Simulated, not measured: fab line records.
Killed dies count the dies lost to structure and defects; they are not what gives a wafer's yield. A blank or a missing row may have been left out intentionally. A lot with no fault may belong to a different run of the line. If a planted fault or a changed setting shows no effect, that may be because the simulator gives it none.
Chamber matching | flow nand harc | NHARC_A_CHANNEL_FILL_D1_ETCHBACK_19 on rie si-03 has 4 sister chambers
The step etches the open film in HBr/Cl2, target depth 5 nm, time 1.7 s. 14 wafers are shown with their chamber, then 7 later ones without.

WAFERS PAIRED WITH THEIR CHAMBERS
wafer  | chamber | drypump motor current A (A) | throttle valve pct (%) | oes product au (a.u.)
L120.1 | 3       | 5.2                         | 26.403                 | 0.998
L120.2 | 0       | 5.7                         | 26.407                 | 1.016
L120.4 | 1       | 5.7                         | 26.419                 | 1.002
L121.3 | 3       | 5.1                         | 26.411                 | 0.993
L121.4 | 2       | 5.3                         | 26.400                 | 0.993
L121.5 | 2       | 5.3                         | 26.395                 | 0.994
L124.2 | 3       | 5.1                         | 26.411                 | 1.001
L124.3 | 0       | 5.7                         | 26.402                 | 0.994
L124.5 | 0       | 5.7                         | 26.413                 | 1.005
L130.2 | 1       | 5.7                         | 26.408                 | 0.992
L130.5 | 1       | 5.8                         | 26.411                 | 1.000
L130.6 | 0       | 5.7                         | 26.408                 | 1.015
L132.1 | 0       | 5.7                         | 26.404                 | 0.998
L132.3 | 2       | 5.2                         | 26.407                 | 1.009

SIGNATURES, as means of the wafers listed above
reading                 | chamber 0 | chamber 1 | chamber 2 | chamber 3 | scatter within a chamber
drypump motor current A | 5.700     | 5.733     | 5.267     | 5.133     | 0.0447
throttle valve pct      | 26.40680  | 26.41267  | 26.40067  | 26.40833  | 0.00501
oes product au          | 1.00560   | 0.99800   | 0.99867   | 0.99733   | 0.00799
Rule: distance of a wafer from a chamber = root of the sum over the readings of ((wafer's reading minus chamber's mean) / reading's scatter) squared. If the next closest chamber is less than 2 further off than the closest, the wafer can't be placed; otherwise it belongs to the closest. The scatter is the square root of a quotient: the sum, over the shown wafers, of each reading's squared deviation from its chamber's mean, divided by wafers minus chambers.

WAFERS MISSING THEIR CHAMBER
wafer  | drypump motor current A (A) | throttle valve pct (%) | oes product au (a.u.)
L132.6 | 5.8                         | 26.392                 | 0.999
L139.2 | 5.2                         | 26.401                 | 0.997
L139.4 | 5.7                         | 26.402                 | 1.009
L139.5 | 5.7                         | 26.428                 | 1.013
L141.2 | 5.1                         | 26.402                 | 1.007
L141.3 | 5.8                         | 26.412                 | 1.014
L141.6 | 5.8                         | 26.389                 | 0.998

CHAMBER TAKEN BY EACH
wafer  | from the rows above     | in truth
L132.6 | can't be placed: 0 or 1 | 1
L139.2 | can't be placed: 2 or 3 | 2
L139.4 | can't be placed: 0 or 1 | 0
L139.5 | can't be placed: 1 or 0 | 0
L141.2 | can't be placed: 3 or 2 | 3
L141.3 | can't be placed: 1 or 0 | 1
L141.6 | can't be placed: 0 or 1 | 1
Placed correctly: 0 of 7. These rows do not allow placing 7 (true chamber among the candidates in 7). Wrongly placed: 0.
